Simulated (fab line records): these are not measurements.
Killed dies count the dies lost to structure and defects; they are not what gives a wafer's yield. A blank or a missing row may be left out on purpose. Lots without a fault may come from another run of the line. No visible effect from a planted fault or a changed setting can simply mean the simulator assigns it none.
Matching of chambers / flow n5-finfet / N5_FIN_SAQP_ALD_61 on ald-sin-01 has 3 sister chambers
The step deposits SiO2, target thk 4 nm, pulse time 1 s, purge time 2 s. 6 wafers are shown with their chamber, then 7 later ones without.

== WAFERS, EACH WITH ITS CHAMBER ==
wafer=L086.2; chamber=2; heater-power-w (W)=360; precursor-pulse-height-rel=0.983
wafer=L086.3; chamber=1; heater-power-w (W)=542; precursor-pulse-height-rel=0.991
wafer=L086.6; chamber=0; heater-power-w (W)=491; precursor-pulse-height-rel=1.008
wafer=L087.2; chamber=2; heater-power-w (W)=365; precursor-pulse-height-rel=1.023
wafer=L087.4; chamber=1; heater-power-w (W)=525; precursor-pulse-height-rel=1.020
wafer=L087.6; chamber=0; heater-power-w (W)=510; precursor-pulse-height-rel=1.015

== WAFERS WHOSE CHAMBER IS MISSING ==
wafer=L089.1; heater-power-w (W)=536; precursor-pulse-height-rel=0.989
wafer=L089.4; heater-power-w (W)=362; precursor-pulse-height-rel=0.995
wafer=L089.6; heater-power-w (W)=536; precursor-pulse-height-rel=1.008
wafer=L090.2; heater-power-w (W)=509; precursor-pulse-height-rel=0.999
wafer=L090.6; heater-power-w (W)=504; precursor-pulse-height-rel=1.000
wafer=L095.2; heater-power-w (W)=493; precursor-pulse-height-rel=0.986
wafer=L095.6; heater-power-w (W)=366; precursor-pulse-height-rel=1.029

== EACH ONE'S CHAMBER ==
wafer=L089.1; from the rows above=1; in truth=1
wafer=L089.4; from the rows above=2; in truth=2
wafer=L089.6; from the rows above=1; in truth=1
wafer=L090.2; from the rows above=can't be placed: 0 or 1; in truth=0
wafer=L090.6; from the rows above=0; in truth=0
wafer=L095.2; from the rows above=0; in truth=0
wafer=L095.6; from the rows above=2; in truth=2
Placed correctly: 6 of 7. These rows do not allow placing 1 (true chamber among the candidates in 1). 0 placed wrongly.
How it was worked out, from the rows above alone: a wafer's distance from a chamber is the root of the sum, over the readings, of the square of ((its reading less the chamber's mean) divided by the reading's scatter). If the next closest chamber is less than 2 further off than the closest, the wafer can't be placed; otherwise it belongs to the closest. A chamber's mean is the mean of its shown wafers. The scatter: the root of (the sum of the squares of (reading less its chamber's mean) over the shown wafers, divided by (wafers less chambers)).
